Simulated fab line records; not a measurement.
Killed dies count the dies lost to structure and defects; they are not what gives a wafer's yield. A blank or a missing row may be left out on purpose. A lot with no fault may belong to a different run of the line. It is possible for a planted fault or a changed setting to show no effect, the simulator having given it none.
fab line records | flow n5Finfet | part 2 of 2: steps 5 to 6 of 6
record: lots: 24 wafers: 72 lastDay: 18
route steps=1938 shown BEOL_M7@1316 BEOL_M8@1332
lots that met no fault: taken from a fault-free run of the same line
startH: start of the lot's first displayed wafer, in hours after the record's first day | waitH: hours elapsed since this lot's preceding step | " same as the row above | L1.1+2: one row covering several wafers at once | - no value, or no start was given | * or withheld: withheld | < > ~ a bound
route shown NAME@n: names a module that has steps shown in the file, with the first one's number in the route | usual: mean/standard deviation taken from wafers without a fault | same: alike in all rows | chamber/n: place in a boat | sites: readings site by site | _std_site: standard deviation across them | _edge_site: inner sites' mean taken away from outer sites' mean | radiusMm: for every site, how far away it sits from the centre of the wafer | mask NAME#n: copy n | behind: the tool/chamber that last shaped the wafer | hold: the reason the lot was held/the length of the hold in hours/how it ended | device: the n, p or np transistor that did not switch | end of line: tests of these same wafers at the route's end | a step without rows: its recipe alone | killed: the dies lost at the first sort to structure and to defects; this is not the yield of the wafer | map: a wafer's dies, marking killed ones x, the rest . and places with no die _
set.NAME: the setting as run; set.NAME@STEP: as run at that earlier step | model.NAME: the simulator's own value behind a step, which no gauge read
route steps across a sampled set of lots; one table per step, one row per wafer
services: when a tool's chamber went out of use (startH, in hours from the record's first day, below 0 if earlier), for how many hours, and the reason
== steps ==
step: N5_BEOL_M8_CD_MEAS_28
recipe: targetCdNm: 40 landingEnergyEv: 500 detector: seInlens
usual: cdNm: 39.97/0.24
columns lot.wafer tool chamber startH waitH cdNm
L074.3 cdSem-02 0 205.99 - 40.26
L074.4 " 0 " " 40.13
L074.6 " 0 " " 40.13
L075.2 cdSem-03 0 208.61 - 39.43
L075.4 " 0 " " 39.98
L075.5 " 0 " " 40.00
L076.1 cdSem-01 0 214.95 - 39.70
L076.4 " 0 " " 39.75
L076.6 " 0 " " 40.25
L078.1 cdSem-02 0 218.11 - 39.86
L078.4 " 0 " " 40.35
L078.6 " 0 " " 39.96
L077.1 cdSem-03 0 221.26 - 40.09
L077.3 " 0 " " 39.99
L077.4 " 0 " " 40.30
L079.1 cdSem-02 0 239.94 - 39.98
L079.5 " 0 " " 39.78
L079.6 " 0 " " 39.71
L080.1 cdSem-03 0 249.38 - 39.75
L080.3 " 0 " " 39.96
L080.4 " 0 " " 39.83
L081.2 cdSem-01 0 256.25 - 39.79
L081.3 " 0 " " 40.46
L081.4 " 0 " " 40.13
L083.2 cdSem-01 0 281.99 - 39.81
L083.5 " 0 " " 39.62
L083.6 " 0 " " 39.73
L087.3 cdSem-03 0 282.04 - 40.12
L087.4 " 0 " " 39.92
L087.6 " 0 " " 39.76
L084.3 cdSem-01 0 282.08 - 40.02
L084.5 " 0 " " 39.98
L084.6 " 0 " " 40.67
L086.4 cdSem-03 0 285.10 - 39.81
L086.5 " 0 " " 39.84
L086.6 " 0 " " 39.80
L082.4 cdSem-02 0 285.31 - 40.02
L082.5 " 0 " " 39.62
L082.6 " 0 " " 40.12
L085.2 cdSem-03 0 300.55 - 40.04
L085.3 " 0 " " 40.07
L085.6 " 0 " " 39.99
L088.1 cdSem-03 0 302.17 - 39.64
L088.2 " 0 " " 39.98
L088.4 " 0 " " 40.12
L089.1 cdSem-01 0 317.47 - 40.06
L089.4 " 0 " " 40.25
L089.6 " 0 " " 40.05
L090.1 cdSem-02 0 321.54 - 40.04
L090.3 " 0 " " 40.12
L090.6 " 0 " " 39.83
L091.1 cdSem-03 0 321.71 - 40.14
L091.2 " 0 " " 40.16
L091.3 " 0 " " 40.22
L092.4 cdSem-01 0 327.74 - 39.54
L092.5 " 0 " " 39.81
L092.6 " 0 " " 39.59
L093.1 cdSem-02 0 327.93 - 40.03
L093.2 " 0 " " 40.08
L093.4 " 0 " " 40.18
L094.2 cdSem-02 0 331.94 - 40.01
L094.5 " 0 " " 39.98
L094.6 " 0 " " 40.00
L095.2 cdSem-02 0 334.52 - 39.74
L095.4 " 0 " " 40.36
L095.6 " 0 " " 40.02
L096.1 cdSem-02 0 343.34 - 39.59
L096.2 " 0 " " 39.66
L096.3 " 0 " " 39.98
L097.1 cdSem-03 0 363.65 - 40.11
L097.2 " 0 " " 39.87
L097.5 " 0 " " 40.07
step: N5_BEOL_M8_ETCH_41
recipe: chemistry: CH3F/O2 target: SiCN targetDepthA: 319 taperDeg: 2 timeS: 57.8 ionEnergyEv: 120 maskMaterial: TiN pressureMtorr: 30 sourceW: 395 biasW: 75 Ar_flow_sccm: 150 CH3F_flow_sccm: 30 O2_flow_sccm: 20
usual: drypumpMotorCurrentA: 5.7/0.41 mfcArSccm: 150.0/0.43 oesProductAu: 0.80/0.08 rfVppV: 297.7/1.8 showerheadPlenumPTorr: 2.02/0.083 throttleValvePct: 16.39/0.2
columns lot.wafer tool chamber startH waitH drypumpMotorCurrentA mfcArSccm oesProductAu rfHoursCounterH rfVppV showerheadPlenumPTorr throttleValvePct
L074.3 rieDiel-06 1 - - 6.3 149.4 0.94 13 299.8 2.13 16.34
L074.4 " 0 " " 5.6 150.3 0.82 81 299.1 2.11 16.27
L074.6 " 0 " " 5.6 149.9 0.82 - 300.1 2.11 16.25
L075.2 rieDiel-01 0 - - 5.0 149.6 0.68 240 295.2 1.88 16.42
L075.4 " 1 " " 5.3 149.9 0.77 138 295.0 1.92 16.51
L075.5 " 1 " " 5.3 150.5 0.78 - 296.3 1.92 16.50
L076.1 rieDiel-01 2 - - 4.9 150.3 0.71 192 294.3 1.83 16.57
L076.4 " 0 " " 5.0 150.1 0.68 241 295.9 1.88 16.43
L076.6 " 0 " " 5.0 149.6 0.67 - 296.2 1.88 16.41
L078.1 rieDiel-02 3 - - 5.7 149.9 0.73 209 294.8 1.98 16.16
L078.4 " 1 " " 5.4 149.3 0.79 108 299.8 2.10 16.57
L078.6 " 0 " " 5.9 150.2 0.79 - 299.5 2.09 16.58
L077.1 rieDiel-06 0 - - 5.6 150.3 0.81 87 298.6 2.11 16.28
L077.3 " 1 " " 6.3 150.0 0.93 18 300.2 2.13 16.36
L077.4 " 2 " " 5.9 150.7 0.68 223 297.0 1.98 16.57
L079.1 rieDiel-02 3 - - 5.7 150.7 0.72 217 296.2 1.98 16.19
L079.5 " 3 " " 5.7 149.8 0.72 - 297.3 1.98 16.19
L079.6 " 0 " " 5.9 149.8 0.78 - 298.2 2.09 16.57
L080.1 rieDiel-06 2 - - 5.9 149.7 0.67 234 297.1 1.98 16.61
L080.3 " 0 " " 5.6 149.7 0.79 96 299.2 2.11 16.29
L080.4 " 3 " " 6.3 149.7 0.87 60 297.1 1.95 16.16
L081.2 rieDiel-02 0 - - 5.9 149.8 0.77 149 299.0 2.09 16.61
L081.3 " 2 " " 5.4 150.3 1.00 1 296.7 1.97 16.06
L081.4 " 1 " " 5.4 149.7 0.76 124 299.4 2.09 16.60
L083.2 rieDiel-06 3 - - 6.3 150.3 0.85 71 296.5 1.95 16.16
L083.5 " 0 " " 5.6 150.7 0.79 - 299.6 2.10 16.31
L083.6 " 3 " " 6.3 149.9 0.85 - 296.4 1.95 16.18
L087.3 rieDiel-01 0 - - 5.0 150.1 0.96 10 300.1 2.13 15.96
L087.4 " 3 " " 5.6 150.2 0.84 45 299.0 2.04 16.29
L087.6 " 2 " " 4.9 150.0 0.70 - 294.2 1.82 16.61
L084.3 rieDiel-02 0 - - 5.9 149.8 0.77 157 297.9 2.08 16.64
L084.5 " 0 " " 5.9 149.7 0.77 - 297.6 2.08 16.63
L084.6 " 3 " " 5.7 150.0 0.72 - 295.7 1.97 16.22
L086.4 rieDiel-02 1 - - 5.4 149.6 0.78 134 299.9 2.09 16.63
L086.5 " 3 " " 5.7 150.2 0.71 - 296.9 1.97 16.23
L086.6 " 0 " " 5.9 150.0 0.78 - 299.8 2.08 16.62
L082.4 rieDiel-02 0 - - 5.9 150.2 0.76 158 299.8 2.08 16.61
L082.5 " 0 " " 5.9 149.5 0.76 - 298.3 2.08 16.63
L082.6 " 3 " " 5.7 149.3 0.70 - 296.1 1.97 16.22
L085.2 rieDiel-02 0 - - 5.9 150.0 0.76 163 299.2 2.08 16.63
L085.3 " 1 " " 5.4 149.7 0.76 138 299.1 2.09 16.63
L085.6 " 3 " " 5.7 149.9 0.71 - 296.9 1.97 16.21
L088.1 rieDiel-02 1 - - 5.4 150.6 0.76 139 298.1 2.09 16.63
L088.2 " 2 " " 5.4 150.3 0.94 16 297.4 1.96 16.10
L088.4 " 3 " " 5.7 150.1 0.71 238 297.4 1.97 16.21
L089.1 rieDiel-01 3 - - 5.5 150.3 0.83 56 296.6 2.04 16.32
L089.4 " 2 " " 4.9 149.3 0.69 228 293.5 1.82 16.64
L089.6 " 3 " " 5.6 150.1 0.82 - 296.2 2.04 16.32
L090.1 rieDiel-06 0 - - 5.6 149.7 0.78 121 299.8 2.10 16.34
L090.3 " 1 " " 6.3 149.7 0.88 47 299.4 2.12 16.42
L090.6 " 0 " " 5.6 149.6 0.77 - 300.3 2.10 16.35
L091.1 rieDiel-02 2 - - 5.4 149.8 0.91 22 296.9 1.96 16.11
L091.2 " 0 " " 5.9 150.6 0.75 170 299.5 2.08 16.65
L091.3 " 3 " " 5.7 150.0 0.70 244 295.6 1.97 16.24
L092.4 rieDiel-02 3 - - 5.7 150.6 0.70 246 295.9 1.97 16.22
L092.5 " 0 " " 5.9 149.6 0.75 - 299.4 2.08 16.67
L092.6 " 1 " " 5.4 149.9 0.76 - 298.3 2.08 16.64
L093.1 rieDiel-06 3 - - 6.3 150.8 0.82 89 296.2 1.94 16.19
L093.2 " 1 " " 6.4 150.5 0.86 50 300.3 2.12 16.40
L093.4 " 3 " " 6.3 150.7 0.83 - 297.3 1.94 16.21
L094.2 rieDiel-06 1 - - 6.3 150.1 0.87 52 301.8 2.12 16.43
L094.5 " 3 " " 6.3 149.9 0.82 - 295.6 1.94 16.23
L094.6 " 1 " " 6.3 149.7 0.86 - 299.1 2.12 16.43
L095.2 rieDiel-06 1 - - 6.3 150.4 0.85 53 298.0 2.12 16.43
L095.4 " 1 " " 6.3 149.9 0.87 - 300.1 2.12 16.42
L095.6 " 3 " " 6.3 150.3 0.83 - 295.9 1.94 16.22
L096.1 rieDiel-06 0 - - 5.6 150.2 0.77 126 300.7 2.10 16.35
L096.2 " 3 " " 6.3 149.6 0.82 96 296.3 1.94 16.22
L096.3 " 1 " " 6.3 150.6 0.86 57 299.5 2.12 16.43
L097.1 rieDiel-02 1 - - 5.4 150.6 0.75 161 298.8 2.08 16.68
L097.2 " 2 " " 5.4 150.7 0.90 37 297.3 1.95 16.14
L097.5 " 1 " " 5.4 149.9 0.74 - 298.0 2.08 16.67
== services ==
columns tool chamber startH hours kind
pecvd-04 1 191.46 8.1 repair
rieDiel-01 1 192.44 4.1 repair
pecvd-02 0 192.78 9.0 repair
pecvd-01 - 197.48 6.0 pm
pecvd-02 - 227.27 0.8 repair
rieDiel-02 2 237.85 - clean
rieDiel-02 2 237.85 - consumableReplace:focusRing
rieDiel-02 2 237.85 13.9 scheduledDown
rieDiel-02 2 237.85 13.9 ventCycle
rieDiel-06 0 243.05 2.5 repair
pecvd-04 2 258.13 2.1 scheduledDown
rieDiel-02 0 263.26 1.9 repair
pecvd-02 - 287.17 0.9 repair
rieDiel-06 1 298.54 10.2 repair
rieDiel-06 2 308.72 - clean
rieDiel-06 2 308.72 - consumableReplace:focusRing
rieDiel-06 0 323.67 8.7 repair
pecvd-04 1 329.83 17.9 repair
rieDiel-02 3 339.30 - clean
rieDiel-02 3 339.30 - consumableReplace:focusRing
rieDiel-02 3 339.30 19.9 scheduledDown
rieDiel-02 3 339.30 19.9 ventCycle
rieDiel-06 - 346.62 0.7 repair
pecvd-04 - 361.46 1.3 repair
